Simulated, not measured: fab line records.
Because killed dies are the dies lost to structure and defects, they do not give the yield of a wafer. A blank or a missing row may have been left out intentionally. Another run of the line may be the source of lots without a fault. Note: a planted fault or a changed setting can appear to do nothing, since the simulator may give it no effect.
Commonality check across tools + flow n5 finfet + 27 wafers sampled across 9 lots

== REASON IT WAS OPENED ==
N5_BEOL_M4_RC_MEAS_101, reading RS_PWELL: flagged on 2 of 9 lots. No-fault wafers: 3014 ohm/sq, standard deviation 20.
Rule: a lot is flagged when every wafer of it that has a number lies more than 4 standard deviations from that mean, or none has a number. As for the other lots, they are considered sound.

| lot  | measured     | on        | RS_PWELL (ohm/sq), wafer by wafer | flag    |
|------|--------------|-----------|-----------------------------------|---------|
| L365 | day 8 21:13  | prober-01 | 3018 2979 2998                    |         |
| L366 | day 8 22:00  | prober-01 | 3049 3016 3025                    |         |
| L367 | day 9 03:22  | prober-02 | 3041 3012 2992                    |         |
| L370 | day 10 00:09 | prober-02 | 3027 3025 3027                    |         |
| L376 | day 11 02:22 | prober-01 | 3042 3047 3026                    |         |
| L374 | day 11 02:35 | prober-02 | 3011 3030 3007                    |         |
| L375 | day 11 20:29 | prober-02 | 3155 3138 3163                    | FLAGGED |
| L377 | day 11 22:19 | prober-01 | 3179 3176 3168                    | FLAGGED |
| L378 | day 12 05:07 | prober-02 | 3028 3010 3004                    |         |
Average over the flagged lots: 3163 ohm/sq; offset from the usual +149 ohm/sq, equal to +7 standard deviations.

== LOT BY LOT: THE TOOL USED ==
The record holds 4 process steps before the reading, out of a route of 1938 steps. Cell contents, in order: the tool; ch with the chambers the sampled wafers went through; the start.
| lot  | flag    | N5_ZERO_LAYER_PECVD_02         | N5_WELL_APT_DESCUM_30             | N5_WELL_APT_IMPLANT_31         | N5_PMOS_HMC_CHANNEL_EPI_HM_DEP_34 |
|------|---------|--------------------------------|-----------------------------------|--------------------------------|-----------------------------------|
| L365 |         | pecvd-01 ch 1,2, day 2 06:18   | rie diel-04 ch 1,2,3, day 2 09:10 | implanter-01 ch 0, day 2 09:18 | pecvd-02 ch 0,1, day 2 10:55      |
| L366 |         | pecvd-01 ch 1,2, day 2 12:17   | rie diel-06 ch 1,2, day 2 16:09   | implanter-02 ch 0, day 2 16:15 | pecvd-01 ch 0,1, day 2 17:50      |
| L367 |         | pecvd-03 ch 0,1,2, day 2 18:17 | rie diel-06 ch 0,3, day 2 21:12   | implanter-02 ch 0, day 2 21:18 | pecvd-04 ch 0, day 2 23:05        |
| L370 |         | pecvd-01 ch 0,1, day 3 12:17   | rie diel-04 ch 0,2,3, day 3 15:05 | implanter-02 ch 0, day 3 15:14 | pecvd-01 ch 0,1, day 3 16:45      |
| L376 |         | pecvd-04 ch 0,1,2, day 5 00:19 | rie diel-02 ch 0,2,3, day 5 03:10 | implanter-01 ch 0, day 5 03:21 | pecvd-04 ch 0,1,2, day 5 04:53    |
| L374 |         | pecvd-03 ch 0,1, day 4 12:17   | rie diel-04 ch 1,2, day 4 15:40   | implanter-01 ch 0, day 4 15:47 | pecvd-04 ch 0,1,2, day 4 17:23    |
| L375 | FLAGGED | pecvd-01 ch 0,2, day 4 18:27   | rie diel-02 ch 1,2, day 4 21:01   | implanter-02 ch 0, day 4 21:07 | pecvd-02 ch 1,2, day 4 22:44      |
| L377 | FLAGGED | pecvd-03 ch 0,2, day 5 06:17   | rie diel-06 ch 1,2,3, day 5 09:01 | implanter-02 ch 0, day 5 09:07 | pecvd-04 ch 0,2, day 5 10:42      |
| L378 |         | pecvd-01 ch 0,1,2, day 5 12:19 | rie diel-04 ch 0,1,3, day 5 15:11 | implanter-01 ch 0, day 5 15:23 | pecvd-02 ch 0,1,2, day 5 16:56    |
What is done by these steps:
- N5_ZERO_LAYER_PECVD_02: deposits SiO2 from SiH4/N2O, target thk 10 nm, time 6 s.
- N5_WELL_APT_DESCUM_30: chemistry O2, time 7.9 s.
- N5_WELL_APT_IMPLANT_31
- N5_PMOS_HMC_CHANNEL_EPI_HM_DEP_34: deposits SiO2 from TEOS/O2, target thk 36 nm, time 6.9 s.
- N5_BEOL_M4_RC_MEAS_101

== FLAGGED AGAINST TOTAL, ONE TOOL AT A TIME (gauges that did the reading follow at the end) ==
| step                              | tool         | lots run | flagged | share of the flagged lots | sound lots run after its first flagged lot |
|-----------------------------------|--------------|----------|---------|---------------------------|--------------------------------------------|
| N5_ZERO_LAYER_PECVD_02            | pecvd-01     | 5        | 1       | some                      | 1 (L378)                                   |
| N5_ZERO_LAYER_PECVD_02            | pecvd-03     | 3        | 1       | some                      | 0                                          |
| N5_ZERO_LAYER_PECVD_02            | pecvd-04     | 1        | 0       | none                      | -                                          |
| N5_WELL_APT_DESCUM_30             | rie diel-02  | 2        | 1       | some                      | 1 (L376)                                   |
| N5_WELL_APT_DESCUM_30             | rie diel-04  | 4        | 0       | none                      | -                                          |
| N5_WELL_APT_DESCUM_30             | rie diel-06  | 3        | 1       | some                      | 0                                          |
| N5_WELL_APT_IMPLANT_31            | implanter-01 | 4        | 0       | none                      | -                                          |
| N5_WELL_APT_IMPLANT_31            | implanter-02 | 5        | 2       | all                       | 0                                          |
| N5_PMOS_HMC_CHANNEL_EPI_HM_DEP_34 | pecvd-01     | 2        | 0       | none                      | -                                          |
| N5_PMOS_HMC_CHANNEL_EPI_HM_DEP_34 | pecvd-02     | 3        | 1       | some                      | 1 (L378)                                   |
| N5_PMOS_HMC_CHANNEL_EPI_HM_DEP_34 | pecvd-04     | 4        | 1       | some                      | 0                                          |
| N5_BEOL_M4_RC_MEAS_101            | prober-01    | 4        | 1       | some                      | 0                                          |
| N5_BEOL_M4_RC_MEAS_101            | prober-02    | 5        | 1       | some                      | 1 (L378)                                   |

== WHAT IS ALLOWED BY THE TABLE ==
Rows of the table that ran each flagged lot: 1, that is implanter-02 at N5_WELL_APT_IMPLANT_31.
- implanter-02 at N5_WELL_APT_IMPLANT_31 ran 5 lots, 2 of them flagged. Its last sound lot is L370 (day 3 15:14), its first flagged lot L375 (day 4 21:07): a fault that began between those two fits. Its own readings (dose ions cm2) fall more than 4 standard deviations out on all wafers of the flagged lots.
implanter-02 at N5_WELL_APT_IMPLANT_31 is the single tool remaining.

== WHAT THE SIMULATOR HAD PUT IN ==
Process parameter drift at N5_WELL_APT_IMPLANT_31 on implanter-02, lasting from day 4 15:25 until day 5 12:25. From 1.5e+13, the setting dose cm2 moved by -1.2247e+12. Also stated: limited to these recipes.
Lots struck among those shown: L375, L377. The rule above reached the same finding.
